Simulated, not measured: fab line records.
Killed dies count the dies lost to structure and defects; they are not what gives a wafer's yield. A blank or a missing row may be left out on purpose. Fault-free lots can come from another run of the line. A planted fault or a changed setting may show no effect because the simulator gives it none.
Chamber matching + flow nand_harc + rie_diel-04 running NHARC_A_CHANNEL_HOLE_D1_ETCH_38: 4 sister chambers
The step etches the open film in CF4, target depth 39 nm, time 65 s. 4 wafers are shown with their chamber, then 9 later ones without.

## WAFERS WITH THEIR CHAMBER
| wafer  | chamber | showerhead_plenum_p_Torr (Torr) |
|--------|---------|---------------------------------|
| L657.2 | 2       | 1.78                            |
| L660.1 | 3       | 1.83                            |
| L660.6 | 0       | 1.73                            |
| L659.1 | 1       | 1.69                            |

## WAFERS WHOSE CHAMBER IS MISSING
| wafer  | showerhead_plenum_p_Torr (Torr) |
|--------|---------------------------------|
| L659.2 | 1.83                            |
| L659.5 | 1.83                            |
| L667.4 | 1.69                            |
| L667.6 | 1.78                            |
| L670.3 | 1.82                            |
| L670.6 | 1.69                            |
| L671.1 | 1.72                            |
| L671.2 | 1.69                            |
| L671.3 | 1.78                            |

## EACH ONE'S CHAMBER
| wafer  | from the rows above | in truth |
|--------|---------------------|----------|
| L659.2 | 3                   | 3        |
| L659.5 | 3                   | 3        |
| L667.4 | 1                   | 1        |
| L667.6 | 2                   | 2        |
| L670.3 | 3                   | 3        |
| L670.6 | 1                   | 1        |
| L671.1 | 0                   | 0        |
| L671.2 | 1                   | 1        |
| L671.3 | 2                   | 2        |
Correctly placed: 9 of 9. From these rows, 0 cannot be placed. 0 placed wrongly.
How it was worked out, from the rows above alone: a wafer's distance from a chamber is the root of the sum, over the readings, of the square of ((its reading less the chamber's mean) divided by the reading's scatter). If the next closest chamber is less than 2 further off than the closest, the wafer can't be placed; otherwise it belongs to the closest. For every chamber, the mean is computed from those of its wafers that are shown. The scatter: with one shown wafer a chamber, the root of the mean of the squares of how far each hidden wafer lies from its nearest shown one.
